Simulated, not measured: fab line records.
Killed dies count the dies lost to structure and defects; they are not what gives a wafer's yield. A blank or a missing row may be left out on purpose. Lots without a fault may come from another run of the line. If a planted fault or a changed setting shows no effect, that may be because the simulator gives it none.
fab line records	flow nandHarc
record: lots: 12	wafers: 36	lastDay: 33
route steps=1302 shown P_M0@268 P_M1@293 END@1302
lots untouched by any fault: they come from a run of this same line in which no faults occurred
startH: the number of hours between the record's first day and the start of the first shown wafer of the lot	waitH: hours from the lot's prior step to this one	" as in the row above	L1.1+2: several wafers, shown together as one row	- no value present, or no start provided	* or withheld: withheld	< > ~ a bound
route shown NAME@n: NAME is a module with steps in the file, n the number in the route of the first one	usual: the fault-free wafers' mean and standard deviation	same: alike in all rows	chamber/n: place in a boat	sites: each site's reading	_std_site: how widely they spread, as a standard deviation	_edge_site: the outer-site mean with the inner-site mean subtracted	radiusMm: for every site, how far away it sits from the centre of the wafer	mask NAME#n: copy n	behind: the most recent tool/chamber to have shaped the wafer	hold: why the lot went on hold/how many hours it stayed there/how the hold came to an end	device: the n, p or np transistor that did not switch	end of line: the tests these same wafers got at the end of their route	where a step has no rows: the recipe by itself	killed: dies lost to structure and defects at the first sort, not the wafer's yield	map: a wafer's dies, x killed, . not, _ none there
set.NAME: setting as actually run; set.NAME@STEP: the setting as run at that earlier step	model.NAME: the simulator's own value behind a step, which no gauge read
a sample of lots followed through the steps of the route, with each step as a table and each wafer as a row
services: the hour from which a tool's chamber was out of use, counted from the record's first day as startH (under 0 if before that day), plus the number of hours and why
== steps ==
step: NHARC_P_M0_ETCH_15
recipe: targetDepthA: 1500	overetchA: 150	timeS: 82.5	c4f8FlowSccm: withheld	arFlowSccm: 400	rfW: 600	biasW: 300	chemistry: C4F8/Ar
usual: oesProductAu: 0.951/0.022	rfVppV: 441.1/2.9
lot.wafer	tool	chamber	startH	waitH	oesProductAu	rfHoursCounterH	rfVppV
L243.2	rieDiel-09	0	-	-	0.954	52	441.8
L243.3	"	2	"	"	0.986	48	443.0
L243.4	"	3	"	"	0.965	52	445.5
L247.2	rieDiel-03	1	-	-	0.927	6	440.7
L247.4	"	3	"	"	0.938	-	444.0
L247.5	"	1	"	"	0.921	-	442.3
L246.1	rieDiel-03	2	-	-	0.959	11	437.7
L246.6	"	2	"	"	0.952	-	436.8
L246.5	"	3	"	"	0.962	-	444.3
L249.4	rieDiel-09	0	-	-	0.959	9	441.3
L249.3	"	1	"	"	0.944	10	443.7
L249.6	"	0	"	"	0.969	-	442.9
L251.1	rieDiel-09	1	-	-	0.959	17	444.3
L251.4	"	3	"	"	0.979	17	443.3
L251.5	"	2	"	"	0.974	-	443.4
L252.2	rieDiel-09	3	-	-	0.963	20	443.5
L252.1	"	0	"	"	0.993	21	440.8
L252.6	"	3	"	"	0.968	-	443.4
L257.3	rieDiel-03	2	-	-	0.977	29	437.9
L257.1	"	0	"	"	0.953	26	437.3
L257.4	"	1	"	"	0.963	25	441.6
L258.1	rieDiel-03	2	-	-	0.967	30	436.4
L258.3	"	3	"	"	0.971	30	445.8
L258.2	"	1	"	"	0.953	26	441.0
L259.3	rieDiel-03	2	-	-	0.961	30	437.8
L259.4	"	3	"	"	0.984	30	444.9
L259.1	"	0	"	"	0.942	27	435.2
L260.1	rieDiel-03	3	-	-	0.965	0	444.1
L260.3	"	1	"	"	0.967	0	442.1
L260.5	"	3	"	"	0.966	-	444.2
L262.1	rieDiel-02	1	-	-	0.969	30	438.5
L262.3	"	0	"	"	0.956	30	437.5
L262.5	"	1	"	"	0.971	-	437.8
L265.1	rieDiel-09	1	-	-	0.980	0	443.8
L265.3	"	2	"	"	0.959	6	442.2
L265.2	"	3	"	"	0.938	6	444.0
step: NHARC_P_M0_PRE_CLEAN_31
recipe: timeS: 12	tempC: 370	rfPowerW: 300	gas: NH3
usual: heaterPowerW: 618/73
lot.wafer	tool	chamber	startH	waitH	heaterPowerW
L243.3	pecvd-03	0	127.20	0.1	598
L243.2	"	1	"	"	546
L243.4	"	0	"	"	566
L247.2	pecvd-03	2	165.78	0.1	719
L247.5	"	1	"	"	572
L247.4	"	2	"	"	731
L246.1	pecvd-01	0	166.55	0.2	656
L246.5	"	2	"	"	646
L246.6	"	0	"	"	669
L249.3	pecvd-04	1	181.84	0.1	624
L249.4	"	1	"	"	645
L249.6	"	2	"	"	507
L251.1	pecvd-01	2	208.61	0.1	571
L251.4	"	2	"	"	551
L251.5	"	2	"	"	573
L252.2	pecvd-01	0	223.05	0.1	731
L252.1	"	1	"	"	635
L252.6	"	0	"	"	725
L257.1	pecvd-01	0	273.90	0.1	633
L257.3	"	1	"	"	569
L257.4	"	0	"	"	633
L258.3	pecvd-01	0	278.74	0.1	747
L258.2	"	1	"	"	650
L258.1	"	2	"	"	581
L259.3	pecvd-03	1	281.41	0.1	578
L259.1	"	2	"	"	667
L259.4	"	2	"	"	673
L260.1	pecvd-03	2	300.94	0.1	701
L260.3	"	0	"	"	609
L260.5	"	0	"	"	593
L262.3	pecvd-04	0	311.55	0.1	635
L262.1	"	1	"	"	624
L262.5	"	2	"	"	449
L265.3	pecvd-04	0	345.30	0.1	644
L265.2	"	1	"	"	627
L265.1	"	2	"	"	422
step: NHARC_P_M1_PEB_07
recipe: pebTempC: 100	pebTimeS: 65
usual: heaterPowerTotalW: 156.7/0.42	plateTempC: 99.98/0.15
lot.wafer	tool	chamber	startH	waitH	heaterPowerTotalW	plateTempC
L243.2	lithoTrack-01	0	128.44	0.1	157.1	100.25
L243.3	"	0	"	"	156.3	99.82
L243.4	"	0	"	"	157.0	99.87
L247.2	lithoTrack-06	0	167.01	0.1	156.7	99.93
L247.4	"	0	"	"	157.0	100.03
L247.5	"	0	"	"	157.1	100.00
L246.1	lithoTrack-01	0	167.75	0.1	156.2	99.83
L246.5	"	0	"	"	157.1	99.90
L246.6	"	0	"	"	156.0	99.88
L249.3	lithoTrack-04	0	183.09	0.0	157.2	100.11
L249.4	"	0	"	"	157.0	100.09
L249.6	"	0	"	"	157.0	100.04
L251.1	lithoTrack-01	0	209.87	0.1	157.2	99.84
L251.4	"	0	"	"	156.5	99.83
L251.5	"	0	"	"	157.0	99.93
L252.1	lithoTrack-06	0	224.29	0.1	156.2	99.97
L252.2	"	0	"	"	156.0	99.91
L252.6	"	0	"	"	157.1	100.00
L257.1	lithoTrack-04	0	275.12	0.1	164.1	103.28
L257.3	"	0	"	"	163.8	103.33
L257.4	"	0	"	"	164.3	103.27
L258.1	lithoTrack-04	0	280.02	0.1	163.7	103.38
L258.2	"	0	"	"	164.3	103.47
L258.3	"	0	"	"	163.9	103.38
L259.1	lithoTrack-01	0	282.66	0.1	157.2	99.95
L259.3	"	0	"	"	157.0	100.26
L259.4	"	0	"	"	157.2	99.87
L260.1	lithoTrack-01	0	302.18	0.1	157.1	100.05
L260.3	"	0	"	"	156.1	99.79
L260.5	"	0	"	"	156.8	99.95
L262.1	lithoTrack-06	0	312.78	0.1	156.1	99.83
L262.3	"	0	"	"	157.1	99.84
L262.5	"	0	"	"	157.1	99.77
L265.1	lithoTrack-04	0	346.55	0.1	157.0	99.88
L265.2	"	0	"	"	156.0	100.08
L265.3	"	0	"	"	156.8	99.88
step: NHARC_P_M1_CD_MEAS_09
recipe: targetCdNm: 130	landingEnergyEv: 500
usual: cdNm: 129.7/0.8
lot.wafer	tool	chamber	startH	waitH	cdNm
L243.2	cdSem-02	0	128.52	-	130.8
L243.3	"	0	"	"	130.4
L243.4	"	0	"	"	130.4
L247.2	cdSem-03	0	167.09	-	129.4
L247.4	"	0	"	"	128.7
L247.5	"	0	"	"	128.7
L246.1	cdSem-01	0	167.83	-	130.7
L246.5	"	0	"	"	130.9
L246.6	"	0	"	"	131.2
L249.3	cdSem-03	0	183.17	-	130.1
L249.4	"	0	"	"	130.3
L249.6	"	0	"	"	131.0
L251.1	cdSem-03	0	209.95	-	130.9
L251.4	"	0	"	"	129.8
L251.5	"	0	"	"	130.1
L252.1	cdSem-02	0	224.37	-	128.4
L252.2	"	0	"	"	130.3
L252.6	"	0	"	"	130.0
L257.1	cdSem-03	0	275.20	-	141.6
L257.3	"	0	"	"	141.7
L257.4	"	0	"	"	140.5
L258.1	cdSem-02	0	280.10	-	138.8
L258.2	"	0	"	"	139.6
L258.3	"	0	"	"	140.3
L259.1	cdSem-01	0	282.74	-	129.4
L259.3	"	0	"	"	130.2
L259.4	"	0	"	"	130.3
L260.1	cdSem-01	0	302.26	-	129.9
L260.3	"	0	"	"	130.0
L260.5	"	0	"	"	131.0
L262.1	cdSem-03	0	312.86	-	128.5
L262.3	"	0	"	"	128.7
L262.5	"	0	"	"	128.1
L265.1	cdSem-01	0	346.63	-	130.3
L265.2	"	0	"	"	130.2
L265.3	"	0	"	"	130.1
step: NHARC_P_M1_ETCH_15
recipe: targetDepthA: 1825	timeS: 91.2	c4f8FlowSccm: withheld	arFlowSccm: 400	rfW: 600	biasW: 300	chemistry: C4F8/Ar
usual: oesProductAu: 0.962/0.022	rfVppV: 441.2/2.6
lot.wafer	tool	chamber	startH	waitH	oesProductAu	rfHoursCounterH	rfVppV
L243.3	rieDiel-07	2	-	-	0.967	0	442.0
L243.2	"	3	"	"	0.962	0	440.1
L243.4	"	0	"	"	0.967	0	442.4
L247.4	rieDiel-01	1	-	-	0.975	10	443.7
L247.2	"	2	"	"	0.961	9	437.3
L247.5	"	2	"	"	0.953	-	437.2
L246.1	rieDiel-01	3	-	-	0.932	8	440.5
L246.5	"	3	"	"	0.924	-	439.1
L246.6	"	0	"	"	0.912	-	442.7
L249.4	rieDiel-12	3	-	-	0.970	20	441.9
L249.3	"	2	"	"	0.970	22	440.5
L249.6	"	3	"	"	0.969	-	440.3
L251.4	rieDiel-07	2	-	-	0.965	7	441.3
L251.1	"	0	"	"	0.990	7	443.4
L251.5	"	3	"	"	0.957	-	440.9
L252.1	rieDiel-01	3	-	-	0.969	1	437.1
L252.2	"	0	"	"	0.962	1	444.1
L252.6	"	0	"	"	0.965	-	442.9
L257.1	rieDiel-01	1	-	-	1.003	3	444.7
L257.3	"	2	"	"	0.979	3	437.2
L257.4	"	3	"	"	0.969	3	440.3
L258.2	rieDiel-07	3	-	-	0.909	14	441.2
L258.1	"	0	"	"	0.927	14	440.6
L258.3	"	1	"	"	0.933	14	443.6
L259.4	rieDiel-01	1	-	-	1.009	4	444.5
L259.3	"	2	"	"	0.961	4	437.0
L259.1	"	3	"	"	0.965	4	439.6
L260.1	rieDiel-01	1	-	-	0.968	4	444.3
L260.3	"	2	"	"	0.949	4	437.4
L260.5	"	3	"	"	0.963	-	438.4
L262.3	rieDiel-07	3	-	-	0.946	1	441.8
L262.1	"	2	"	"	0.982	1	441.6
L262.5	"	0	"	"	0.969	-	442.5
L265.2	rieDiel-07	2	-	-	0.972	3	440.2
L265.3	"	3	"	"	0.962	4	441.8
L265.1	"	0	"	"	0.990	4	442.3
step: NHARC_END_SORT_01
recipe: tempC: 25
usual: defectLimitedYield: 91/3.1	killedAtArray: 59/21	killedAtOther: 1.0/1.1	killedAtPeriphery: 4.0/2.6	killedDies: 64/21	killedOpen: 3.2/1.7	killedShort: 2.5/1.5
same: grossDies: 677
lot.wafer	tool	chamber	startH	waitH	defectLimitedYield[%]	killedAtArray	killedAtOther	killedAtPeriphery	killedDies	killedOpen	killedShort
L262.1	prober-02	0	764.97	2.5	90	63	0	4	67	4	5
L262.3	prober-02	0	766.56	3.1	91	62	0	0	62	1	1
L262.5	prober-02	0	768.15	3.7	91	56	2	4	62	5	5
killed by level:class
L262.1 A_CHANNEL_HOLE_D2:chamberFilmFlake=27 A_CHANNEL_HOLE_D1:chamberFilmFlake=11 A_CONTACT:chamberFilmFlake=6 A_SLIT:chamberFilmFlake=5 A_STAIRCASE:chamberFilmFlake=3 P_M0:geometricParticle:short=1 P_M2:geometricParticle:open=1 A_CHANNEL_HOLE_D1:geometricParticle:short=1
L262.3 A_CHANNEL_HOLE_D2:chamberFilmFlake=30 A_CHANNEL_HOLE_D1:chamberFilmFlake=12 A_CONTACT:chamberFilmFlake=7 A_SLIT:chamberFilmFlake=5 A_STAIRCASE:chamberFilmFlake=3 A_CHANNEL_FILL_D1:chamberFilmFlake=2 A_CHANNEL_HOLE_D1:geometricParticle:short=1 A_BLC:geometricParticle:open=1
L262.5 A_CHANNEL_HOLE_D2:chamberFilmFlake=20 A_CONTACT:chamberFilmFlake=9 A_CHANNEL_HOLE_D1:chamberFilmFlake=8 A_SLIT:chamberFilmFlake=7 THIN_TSV:chamberFilmFlake=2 P_GATE:geometricParticle:open=1 P_GATE:geometricParticle:short=1 A_SOURCE_PLATE:geometricParticle:short=1
== services ==
tool	chamber	startH	hours	kind
rieDiel-03	-	104.33	9.0	pm
rieDiel-09	1	105.40	6.4	repair
pecvd-01	-	112.09	0.6	repair
rieDiel-07	-	117.26	9.0	pm
pecvd-01	-	130.20	13.0	pm
rieDiel-09	-	143.19	9.0	pm
pecvd-01	2	154.53	7.0	repair
lithoTrack-01	-	155.00	7.0	pm
rieDiel-03	0	159.46	11.3	repair
pecvd-01	1	191.63	22.7	repair
rieDiel-09	1	198.29	6.4	repair
rieDiel-01	-	203.80	9.0	pm
pecvd-01	-	213.82	0.9	repair
pecvd-01	0	228.81	4.1	repair
rieDiel-01	-	239.12	0.5	repair
rieDiel-07	3	242.33	4.4	repair
rieDiel-09	1	263.44	2.9	repair
rieDiel-03	-	281.33	9.0	pm
rieDiel-01	2	285.30	4.3	repair
rieDiel-07	-	294.26	9.0	pm
rieDiel-01	0	295.48	9.0	repair
rieDiel-03	2	296.32	9.7	repair
pecvd-01	-	311.20	13.0	pm
rieDiel-01	3	346.48	7.1	repair
== key ==
firstSign: step: NHARC_P_M1_PEB_07	reading: plateTempC	direction: up	sigmas: 23	usual: *	struck: *
effect: step: NHARC_P_M1_PEB_07	reading: heaterPowerTotalW	direction: up	sigmas: 17	usual: *	struck: *
effect: step: NHARC_P_M1_CD_MEAS_09	reading: cdNm	direction: up	sigmas: 13	usual: 129.7	struck: 140.4
metAt NHARC_P_M1_PEB_07
struckLots L257,L258
notActingAt NHARC_P_M0_ETCH_15,NHARC_P_M0_PRE_CLEAN_31,NHARC_P_M1_ETCH_15
onsetBetween 183.09 275.12
fault: kind: processParameterDrift	tool: lithoTrack-04	chamber: -	onsetH: 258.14	steps: NHARC_P_M1_PEB_07	channel: pebTempC	offset: *	shape: step	endH: 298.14	actsIn: *	stated: *
